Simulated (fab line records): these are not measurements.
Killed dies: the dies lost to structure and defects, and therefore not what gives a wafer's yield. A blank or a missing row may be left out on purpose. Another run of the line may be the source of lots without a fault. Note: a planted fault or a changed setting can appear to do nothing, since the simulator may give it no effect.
fab line records -- flow n5_finfet -- part 2 of 2: steps 26 to 30 of 30
record lots=5, wafers=15, last_day=18
route steps=1938 shown DUMMY_REMOVAL@377 HKMG_FIN@385
lots that met no fault: taken from a fault-free run of the same line
start_h: hours from the record's opening day to when the first of the lot's shown wafers began -- wait_h: hours since the lot's step before -- " as in the row above -- L1.1+2: one row covering several wafers at once -- - no value, or no start given -- * or withheld: withheld -- < > ~ a bound
route shown NAME@n: names a module that has steps shown in the file, with the first one's number in the route -- usual: the fault-free wafers' mean and standard deviation -- same: alike in all rows -- chamber/n: place in a boat -- sites: per-site readings -- _std_site: standard deviation of those values -- _edge_site: outer sites' mean less inner sites' -- radius_mm: how far each site lies from the wafer's centre -- mask NAME#n: copy n -- behind: the last tool/chamber to shape the wafer -- hold: why the lot went on hold/how many hours it stayed there/how the hold came to an end -- device: the n, p or np transistor that did not switch -- end of line: the route-end tests of the same wafers -- step lacking rows: just its recipe -- killed: dies lost to structure and defects at the first sort, not the wafer's yield -- map: per-die view of a wafer (x killed, . not killed, _ where there is no die)
set.NAME: the run value of the setting; set.NAME@STEP: its run value at that earlier step -- model.NAME: the simulator's own value behind a step, which no gauge read
lots at selected steps of the route; one table per step, one row per wafer
services: the hour from which a tool's chamber was out of use, counted from the record's first day as start_h (under 0 if before that day), plus the number of hours and why
## steps
# step N5_HKMG_FIN_ETCH_54
# recipe chemistry=CF4, target=SiARC, target_depth_a=455, mask_material=CAR-ArF, time_s=75.8, ion_energy_ev=80, pressure_mtorr=40, source_w=545, bias_w=36, Ar_flow_sccm=100, cf4_flow_sccm=100, ends=cleared
# usual drypump_motor_current_A=5.7/0.48, etch_rf_on_time_s=76.1/1.6, oes_product_au=0.65/0.069, rf_vpp_V=184.9/0.91, showerhead_plenum_p_Torr=2.211/0.028, throttle_valve_pct=15.57/0.17
lot.wafer,tool,chamber,start_h,wait_h,drypump_motor_current_A,etch_rf_on_time_s,oes_product_au,rf_hours_counter_h,rf_vpp_V,showerhead_plenum_p_Torr,throttle_valve_pct
L086.1,rie_diel-03,1,152.41,0.0,5.4,76.6,0.75,27,183.2,2.189,15.52
L086.2,rie_diel-03,2,152.41,0.0,5.3,74.8,0.59,213,183.6,2.210,15.46
L086.4,rie_diel-03,2,152.41,0.0,5.3,75.2,0.59,-,186.1,2.210,15.46
L087.2,rie_diel-05,2,154.88,0.0,6.0,76.4,0.60,237,185.5,2.200,15.90
L087.4,rie_diel-05,0,154.88,0.0,6.4,76.8,0.61,194,185.3,2.206,15.40
L087.6,rie_diel-05,0,154.88,0.0,6.4,76.6,0.61,-,185.2,2.206,15.41
L094.3,rie_diel-01,3,197.05,0.0,6.3,74.1,0.62,218,184.4,2.213,15.77
L094.5,rie_diel-01,1,197.05,0.0,5.7,73.2,0.66,-,183.3,2.227,15.48
L094.6,rie_diel-01,2,197.05,0.0,5.2,75.5,0.80,-,184.0,2.183,15.59
L096.1,rie_diel-05,3,207.32,0.0,5.7,80.2,0.56,249,183.4,2.105,15.98
L096.2,rie_diel-05,1,207.32,0.0,5.1,75.5,0.65,148,184.8,2.130,15.26
L096.6,rie_diel-05,3,207.32,0.0,5.7,79.6,0.56,-,184.2,2.105,15.99
L097.1,rie_diel-01,1,214.00,0.0,5.8,75.4,0.65,122,186.3,2.225,15.48
L097.4,rie_diel-01,0,214.00,0.0,6.3,75.3,0.62,197,183.6,2.216,15.55
L097.6,rie_diel-01,3,214.00,0.0,6.3,75.8,0.61,-,184.8,2.211,15.76
# step N5_HKMG_FIN_ETCH_55
# recipe chemistry=N2/H2, target=SOC, target_depth_a=2400, temp_c=40, time_s=300, ion_energy_ev=200, mask_material=SiARC, pressure_mtorr=30, source_w=840, bias_w=150, n2_flow_sccm=200, h2_flow_sccm=200
# usual drypump_motor_current_A=5.7/0.48, oes_product_au=0.76/0.079, rf_vpp_V=526.3/1.2, showerhead_plenum_p_Torr=2.63/0.043, throttle_valve_pct=17.79/0.17
lot.wafer,tool,chamber,start_h,wait_h,drypump_motor_current_A,oes_product_au,rf_hours_counter_h,rf_vpp_V,showerhead_plenum_p_Torr,throttle_valve_pct
L086.1,rie_diel-03,1,152.46,0.0,5.3,0.87,27,526.7,2.58,17.65
L086.2,rie_diel-03,2,152.46,0.0,5.3,0.69,213,524.9,2.64,17.81
L086.4,rie_diel-03,2,152.46,0.0,5.3,0.70,-,526.2,2.64,17.80
L087.2,rie_diel-05,2,154.94,0.0,5.9,0.69,237,527.6,2.61,18.09
L087.4,rie_diel-05,0,154.94,0.0,6.4,0.72,194,526.8,2.63,17.67
L087.6,rie_diel-05,0,154.94,0.0,6.4,0.71,-,526.7,2.63,17.65
L094.3,rie_diel-01,3,197.11,0.0,6.3,0.73,218,527.1,2.61,17.73
L094.5,rie_diel-01,1,197.11,0.0,5.7,0.78,-,527.7,2.69,17.89
L094.6,rie_diel-01,2,197.11,0.0,5.2,0.94,-,525.8,2.59,17.79
L096.1,rie_diel-05,3,207.37,0.0,5.7,0.67,249,522.8,2.52,18.41
L096.2,rie_diel-05,1,207.37,0.0,5.1,0.76,148,522.2,2.53,17.50
L096.6,rie_diel-05,3,207.37,0.0,5.7,0.66,-,521.8,2.52,18.41
L097.1,rie_diel-01,1,214.06,0.0,5.7,0.77,122,528.1,2.69,17.90
L097.4,rie_diel-01,0,214.06,0.0,6.4,0.72,197,525.6,2.62,17.72
L097.6,rie_diel-01,3,214.06,0.0,6.3,0.71,-,525.4,2.60,17.75
# step N5_HKMG_FIN_STRIP_56
# recipe chemistry=N2/H2, temp_c=40, n2_flow_sccm=200, h2_flow_sccm=200, rf_frequency_hz=6e+07
lot.wafer,tool,chamber,start_h,wait_h
L086.1+2+4,rie_diel-03,"1,2,2",152.64,0.1
L087.2+4+6,rie_diel-05,"2,0,0",155.12,0.1
L094.3+5+6,rie_diel-01,"3,1,2",197.29,0.1
L096.1+2+6,rie_diel-05,"3,1,3",207.56,0.1
L097.1+4+6,rie_diel-01,"1,0,3",214.24,0.1
# step N5_HKMG_FIN_STRIP_57
# recipe chemistry=CF4, resist=SiARC, power_w=300, bias_power_w=75, pressure_mtorr=50, cf4_flow_sccm=150, rf_frequency_hz=6e+07
# usual drypump_motor_current_A=5.7/0.48, oes_product_au=0.76/0.077, rf_vpp_V=272.3/1, showerhead_plenum_p_Torr=1.848/0.025, throttle_valve_pct=13.54/0.19
lot.wafer,tool,chamber,start_h,wait_h,drypump_motor_current_A,oes_product_au,rf_hours_counter_h,rf_vpp_V,showerhead_plenum_p_Torr,throttle_valve_pct
L086.1,rie_diel-03,1,152.65,0.0,5.3,0.88,27,271.7,1.829,13.43
L086.2,rie_diel-03,2,152.65,0.0,5.3,0.69,214,272.1,1.835,13.42
L086.4,rie_diel-03,2,152.65,0.0,5.3,0.68,-,272.5,1.834,13.42
L087.2,rie_diel-05,2,155.13,0.0,6.0,0.70,237,271.9,1.852,13.93
L087.4,rie_diel-05,0,155.13,0.0,6.4,0.72,194,272.5,1.840,13.38
L087.6,rie_diel-05,0,155.13,0.0,6.4,0.72,-,271.7,1.840,13.39
L094.3,rie_diel-01,3,197.30,0.0,6.3,0.71,218,273.7,1.860,13.79
L094.5,rie_diel-01,1,197.30,0.0,5.7,0.76,-,273.7,1.864,13.46
L094.6,rie_diel-01,2,197.30,0.0,5.2,0.93,-,271.9,1.823,13.49
L096.1,rie_diel-05,3,207.57,0.0,5.7,0.67,249,268.5,1.754,13.94
L096.2,rie_diel-05,1,207.57,0.0,5.1,0.75,148,271.0,1.795,13.29
L096.6,rie_diel-05,3,207.57,0.0,5.7,0.67,-,271.7,1.754,13.95
L097.1,rie_diel-01,1,214.25,0.0,5.7,0.75,122,274.0,1.863,13.47
L097.4,rie_diel-01,0,214.25,0.0,6.3,0.72,197,270.1,1.849,13.56
L097.6,rie_diel-01,3,214.25,0.0,6.3,0.71,-,271.2,1.859,13.82
# step N5_HKMG_FIN_ETCH_58
# recipe chemistry=N2/H2, target=SOC, target_depth_a=2158, ion_energy_ev=50, bias_w=13, time_s=741, pressure_mtorr=30, source_w=875, n2_flow_sccm=200, h2_flow_sccm=200
# usual drypump_motor_current_A=5.7/0.48, oes_product_au=0.76/0.08, rf_vpp_V=99.6/0.95, showerhead_plenum_p_Torr=2.63/0.043, throttle_valve_pct=17.74/0.18
lot.wafer,tool,chamber,start_h,wait_h,drypump_motor_current_A,oes_product_au,rf_hours_counter_h,rf_vpp_V,showerhead_plenum_p_Torr,throttle_valve_pct
L086.1,rie_diel-03,1,152.67,0.0,5.3,0.87,27,100.5,2.58,17.61
L086.2,rie_diel-03,2,152.67,0.0,5.3,0.70,214,100.0,2.64,17.76
L086.4,rie_diel-03,2,152.67,0.0,5.3,0.70,-,97.8,2.64,17.75
L087.2,rie_diel-05,2,155.15,0.0,5.9,0.70,237,100.5,2.61,18.06
L087.4,rie_diel-05,0,155.15,0.0,6.4,0.72,194,99.0,2.63,17.61
L087.6,rie_diel-05,0,155.15,0.0,6.5,0.71,-,99.5,2.63,17.61
L094.3,rie_diel-01,3,197.32,0.0,6.3,0.73,218,98.4,2.61,17.70
L094.5,rie_diel-01,1,197.32,0.0,5.7,0.77,-,100.1,2.69,17.84
L094.6,rie_diel-01,2,197.32,0.0,5.2,0.93,-,98.8,2.59,17.73
L096.1,rie_diel-05,3,207.59,0.0,5.7,0.66,249,98.9,2.51,18.38
L096.2,rie_diel-05,1,207.59,0.0,5.1,0.76,149,99.1,2.53,17.46
L096.6,rie_diel-05,3,207.59,0.0,5.7,0.66,-,97.9,2.51,18.37
L097.1,rie_diel-01,1,214.27,0.0,5.7,0.77,122,99.7,2.69,17.84
L097.4,rie_diel-01,0,214.27,0.0,6.4,0.72,197,100.0,2.62,17.69
L097.6,rie_diel-01,3,214.27,0.0,6.3,0.71,-,100.6,2.60,17.70
## services
tool,chamber,start_h,hours,kind
wet_bench-06,-,129.48,0.7,repair
rie_diel-03,0,131.31,33.0,repair
rie_diel-06,2,136.20,3.6,repair
litho_track-04,-,137.72,-,consumable_replace:filter
rie_diel-03,1,139.08,7.7,repair
rie_diel-02,1,146.20,2.6,repair
arfi_scanner-01,-,149.61,0.8,pm
rie_diel-01,2,153.55,-,clean
rie_diel-01,2,153.55,-,consumable_replace:esc
rie_diel-01,2,153.55,-,consumable_replace:focus_ring
rie_diel-01,2,153.55,23.5,scheduled_down
rie_diel-01,2,153.55,23.5,vent_cycle
rie_diel-04,1,156.15,5.6,repair
rie_diel-05,-,156.32,4.3,pm
rie_diel-02,3,171.82,10.5,repair
arfi_scanner-01,-,178.30,1.0,pm
rie_diel-01,1,182.08,1.6,repair
ald_hk-03,-,198.71,8.7,pm
rie_diel-02,2,199.12,3.9,repair
rie_diel-06,-,201.04,0.4,repair
rie_diel-05,2,202.05,-,clean
rie_diel-05,2,202.05,-,consumable_replace:focus_ring
rie_diel-05,2,202.05,14.4,scheduled_down
rie_diel-04,2,210.52,4.3,repair
